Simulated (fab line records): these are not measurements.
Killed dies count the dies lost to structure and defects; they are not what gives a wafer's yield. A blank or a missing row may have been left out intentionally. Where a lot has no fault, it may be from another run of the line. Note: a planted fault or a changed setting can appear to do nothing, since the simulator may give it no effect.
Struck lot and sound lot, side by side ; flow nandHarc ; 15 steps out of a route of 1159
Sound: the wafers L887.2, L887.3, L887.4. Wafers struck: L874.1, L874.4. The cause is named last.
Order at every step that has rows: each side's tool, ch and its chambers, its first start. Under that, the readings that differ: sound wafers ; struck wafers ; difference of the means ; sigmas: that difference in standard deviations of wafers without a fault.
alike: readings with means less than 2 such deviations apart, plus words and numbers identical on both sides. not compared: withheld readings, readings lacking a value on some wafer, bounds such as >300 that could conceal the same value, and numbers that have no deviation in the record and whose values overlap.
A row with sigmas, a row that says differs or no value, or rows on one side alone: a step with any of these is where the two part. Non-overlapping numbers with no deviation appear without sigmas and do not part them. A reading missing from all wafers of one side parts the sides only when that side holds two or more wafers.

NHARC_P_GATE_INSPECT_28:
  sound on defectInspect-02, day 9 18:40; struck on defectInspect-01, day 6 14:17
  alike: rawDefectCount
NHARC_P_GATE_DESCUM_31: chemistry O2, time 3 s.
  sound on rieDiel-03 ch 0,1,3, day 9 18:44; struck on rieDiel-03 ch 0,2, day 6 14:21
reading;sound;struck;difference;sigmas
rfHoursCounterH (h);30 31 31;16 16;-15;
  alike: drypumpMotorCurrentA, oesProductAu, rfVppV, showerheadPlenumPTorr, throttleValvePct
then, 3 steps without rows for these wafers: NHARC_P_GATE_ETCH_104 (etches the open film in CF4/CHF3, target depth 60 nm); NHARC_P_GATE_HM_OPEN_105 (chemistry O2/COS, target depth 360 nm); NHARC_P_GATE_STRIP_106 (strips in O2/COS).
NHARC_P_GATE_ETCH_114: etches the open film in CF4/O2, target depth 30 nm, overetch 3 nm, time 16.5 s.
  sound: rieDiel-03 ch 0,1,3; struck: rieDiel-03 ch 2,3
reading;sound;struck;difference;sigmas
rfHoursCounterH (h);31 31 30;16 16;-15;
  alike: drypumpMotorCurrentA, oesProductAu, rfVppV, showerheadPlenumPTorr, throttleValvePct
NHARC_P_GATE_ETCH_32: etches the open film in HBr/Cl2, target depth 150 nm, time 100.1 s.
  sound on rieSi-06 ch 1,2,3, day 9 19:14; struck on rieSi-04 ch 1,3, day 6 14:50
  alike: drypumpMotorCurrentA, oesProductAu, throttleValvePct
  not compared: rfHoursCounterH
NHARC_P_GATE_STRIP_108: strips in O2.
  sound on rieDiel-03 ch 0,1,2, day 9 19:23; struck on rieDiel-12 ch 1,2, day 6 15:02
reading;sound;struck;difference;sigmas
rfHoursCounterH (h);30 30 31;34 37;+5;
  alike: drypumpMotorCurrentA, oesProductAu, rfVppV, showerheadPlenumPTorr, throttleValvePct
NHARC_P_GATE_CD_MEAS_33:
  sound on cdSem-02, day 9 19:34; struck on cdSem-03, day 6 15:11
  alike: cdNm
then, 3 steps without rows for these wafers: NHARC_P_GATE_STRIP_35 (strips in SPM, time 600 s); NHARC_P_GATE_PRECLEAN_73 (cleans in SC1); NHARC_P_GATE_SRD_74.
NHARC_P_GATE_ALD_36: deposits SiNx, target thk 20 nm, pulse time 60 s, ald cycles 223.
  sound on aldSin-03 ch 0,1,2, day 9 21:04; struck on aldSin-04 ch 1,3, day 6 15:38
reading;sound;struck;difference;sigmas
aldCycles;223 223 223;160 160;-63;
  alike: heaterPowerW, precursorPulseHeightRel
NHARC_P_GATE_ETCHBACK_37: etches the open film in CHF3/O2, target depth 34.5 nm, time 17.2 s.
  sound: rieDiel-08 ch 0,2,3; struck: rieDiel-08 ch 0,2
reading;sound;struck;difference;sigmas
rfHoursCounterH (h);30 29 30;2 2;-28;
  alike: drypumpMotorCurrentA, oesProductAu, rfVppV, showerheadPlenumPTorr, throttleValvePct
NHARC_END_SORT_01:
  the record has rows for the sound wafers here (prober-01 ch 0, day 24 08:59) and none for the struck ones

WHERE THEY PART
At NHARC_END_SORT_01 and nowhere else, as far as this record goes.

WHY: whatever the simulator had introduced
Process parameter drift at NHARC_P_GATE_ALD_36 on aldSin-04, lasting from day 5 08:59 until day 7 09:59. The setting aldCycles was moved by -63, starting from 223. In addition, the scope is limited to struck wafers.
